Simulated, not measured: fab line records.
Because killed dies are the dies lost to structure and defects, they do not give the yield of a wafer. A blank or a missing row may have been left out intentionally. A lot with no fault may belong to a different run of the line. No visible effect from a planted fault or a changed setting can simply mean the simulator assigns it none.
Which tool is to blame? || flow n5-finfet || 12 lots, 36 wafers sampled, at 3 steps of a route of 1938

== WHAT EACH GAUGE READ, for each wafer ==
N5_BEOL_M5_RS_MEAS_57: a four-point-probe measurement.
{"lot": "L075", "measured": "day 8 17:27", "on": "film-metro-02", "M5_RS (ohm/sq)": "0.386 0.387 0.392"}
{"lot": "L076", "measured": "day 8 22:50", "on": "film-metro-02", "M5_RS (ohm/sq)": "0.392 0.384 0.395"}
{"lot": "L080", "measured": "day 9 20:24", "on": "film-metro-02", "M5_RS (ohm/sq)": "0.402 0.402 0.382"}
{"lot": "L081", "measured": "day 10 03:53", "on": "film-metro-02", "M5_RS (ohm/sq)": "0.394 0.401 0.398"}
{"lot": "L083", "measured": "day 10 08:45", "on": "film-metro-02", "M5_RS (ohm/sq)": "0.382 0.357 0.380"}
{"lot": "L085", "measured": "day 11 05:22", "on": "film-metro-01", "M5_RS (ohm/sq)": "0.394 0.373 0.392"}
{"lot": "L087", "measured": "day 11 19:54", "on": "film-metro-02", "M5_RS (ohm/sq)": "0.376 0.385 0.383"}
{"lot": "L090", "measured": "day 12 05:55", "on": "film-metro-01", "M5_RS (ohm/sq)": "0.392 0.370 0.390"}
{"lot": "L091", "measured": "day 12 16:40", "on": "film-metro-01", "M5_RS (ohm/sq)": "0.362 0.368 0.383"}
{"lot": "L093", "measured": "day 13 05:20", "on": "film-metro-02", "M5_RS (ohm/sq)": "0.392 0.384 0.399"}
{"lot": "L095", "measured": "day 13 15:51", "on": "film-metro-02", "M5_RS (ohm/sq)": "0.377 0.399 0.372"}
{"lot": "L097", "measured": "day 14 06:42", "on": "film-metro-01", "M5_RS (ohm/sq)": "0.369 0.375 0.395"}

== TOOL THAT RAN EACH LOT (tool first, then ch and the chambers of the sampled wafers, then the start) ==
{"lot": "L075", "N5_BEOL_M5_ANNEAL_49": "pvd-sputter-03, day 8 12:08", "N5_BEOL_M5_SPUTTER_90": "pvd-sputter-03, day 8 16:24"}
{"lot": "L076", "N5_BEOL_M5_ANNEAL_49": "pvd-sputter-02, day 8 17:31", "N5_BEOL_M5_SPUTTER_90": "pvd-sputter-02, day 8 21:46"}
{"lot": "L080", "N5_BEOL_M5_ANNEAL_49": "pvd-sputter-03, day 9 15:02", "N5_BEOL_M5_SPUTTER_90": "pvd-sputter-03, day 9 19:19"}
{"lot": "L081", "N5_BEOL_M5_ANNEAL_49": "pvd-sputter-01, day 9 22:34", "N5_BEOL_M5_SPUTTER_90": "pvd-sputter-01, day 10 02:50"}
{"lot": "L083", "N5_BEOL_M5_ANNEAL_49": "pvd-sputter-01, day 10 03:24", "N5_BEOL_M5_SPUTTER_90": "pvd-sputter-01, day 10 07:40"}
{"lot": "L085", "N5_BEOL_M5_ANNEAL_49": "pvd-sputter-03, day 10 23:58", "N5_BEOL_M5_SPUTTER_90": "pvd-sputter-03, day 11 04:14"}
{"lot": "L087", "N5_BEOL_M5_ANNEAL_49": "pvd-sputter-03, day 11 14:22", "N5_BEOL_M5_SPUTTER_90": "pvd-sputter-03, day 11 18:38"}
{"lot": "L090", "N5_BEOL_M5_ANNEAL_49": "pvd-sputter-01, day 12 00:34", "N5_BEOL_M5_SPUTTER_90": "pvd-sputter-01, day 12 04:50"}
{"lot": "L091", "N5_BEOL_M5_ANNEAL_49": "pvd-sputter-01, day 12 11:21", "N5_BEOL_M5_SPUTTER_90": "pvd-sputter-01, day 12 15:37"}
{"lot": "L093", "N5_BEOL_M5_ANNEAL_49": "pvd-sputter-02, day 13 00:01", "N5_BEOL_M5_SPUTTER_90": "pvd-sputter-02, day 13 04:17"}
{"lot": "L095", "N5_BEOL_M5_ANNEAL_49": "pvd-sputter-03, day 13 10:28", "N5_BEOL_M5_SPUTTER_90": "pvd-sputter-03, day 13 14:44"}
{"lot": "L097", "N5_BEOL_M5_ANNEAL_49": "pvd-sputter-01, day 14 01:23", "N5_BEOL_M5_SPUTTER_90": "pvd-sputter-01, day 14 05:39"}
- N5_BEOL_M5_ANNEAL_49: time 1800 s.
- N5_BEOL_M5_SPUTTER_90: material Cu, target thk 4.5 nm, time 8.29 s.

== THE ANSWER, worked out from the rows above alone ==
Rule: the usual values come from the lots themselves. Put in order of their means at a reading, lots are off if they are a third of the lots or fewer, leave a main group of 4 or more, and stand apart from it by a gap of 3 or more times the standard deviation of the main group's means; of several such gaps the widest counts. If all means in a main group match to the digits the tables above print for the reading, that group is not used. A lot without any number at a reading at which 4 lots or more have one is off too. Where the step has rows for the other lots, those lots are counted as sound.
No lot is off at any reading shown: from this, nothing can be told.

== WHAT WAS PUT IN BY THE SIMULATOR ==
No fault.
